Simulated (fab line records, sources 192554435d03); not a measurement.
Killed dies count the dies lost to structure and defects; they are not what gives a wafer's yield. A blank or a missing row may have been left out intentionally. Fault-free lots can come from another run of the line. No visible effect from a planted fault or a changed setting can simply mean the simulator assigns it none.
Matching of chambers :: flow n5-finfet :: N5_PASSIVATION_PECVD_35 on pecvd-03: 3 sister chambers
The step deposits SiNx from SiH4/NH3/N2, target thk 700 nm, time 151.3 s. 3 wafers are shown with their chamber, then 8 later ones without.

WAFERS WITH THEIR CHAMBER
wafer: L084.4
chamber: 1
throttle-valve-pct (%): 32.1

wafer: L084.5
chamber: 0
throttle-valve-pct (%): 29.8

wafer: L087.1
chamber: 2
throttle-valve-pct (%): 29.3

WAFERS MISSING THEIR CHAMBER
wafer: L087.3
throttle-valve-pct (%): 31.8

wafer: L087.6
throttle-valve-pct (%): 30.2

wafer: L091.3
throttle-valve-pct (%): 29.4

wafer: L091.5
throttle-valve-pct (%): 29.4

wafer: L091.6
throttle-valve-pct (%): 30.2

wafer: L095.1
throttle-valve-pct (%): 26.0

wafer: L095.4
throttle-valve-pct (%): 30.0

wafer: L095.5
throttle-valve-pct (%): 29.3

EACH ONE'S CHAMBER
wafer: L087.3
from the rows above: can't be placed: 1 or 0 or 2
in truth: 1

wafer: L087.6
from the rows above: can't be placed: 0 or 2 or 1
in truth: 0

wafer: L091.3
from the rows above: can't be placed: 2 or 0
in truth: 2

wafer: L091.5
from the rows above: can't be placed: 2 or 0
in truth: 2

wafer: L091.6
from the rows above: can't be placed: 0 or 2 or 1
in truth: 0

wafer: L095.1
from the rows above: can't be placed: 2 or 0
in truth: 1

wafer: L095.4
from the rows above: can't be placed: 0 or 2 or 1
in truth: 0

wafer: L095.5
from the rows above: can't be placed: 2 or 0
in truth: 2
Correctly placed: 0 of 8. Unplaceable from these rows: 8, with the true chamber sitting among the candidates in 7. Wrongly placed: 0.
How it was worked out, from the rows above alone: a wafer's distance from a chamber is the root of the sum, over the readings, of the square of ((its reading less the chamber's mean) divided by the reading's scatter). The wafer belongs to the nearest chamber; if the next one is less than 2 further off, it can't be placed. A chamber's mean is the mean of its shown wafers. The scatter: root of mean squared gap, hidden wafer to nearest shown wafer, with one shown wafer a chamber.
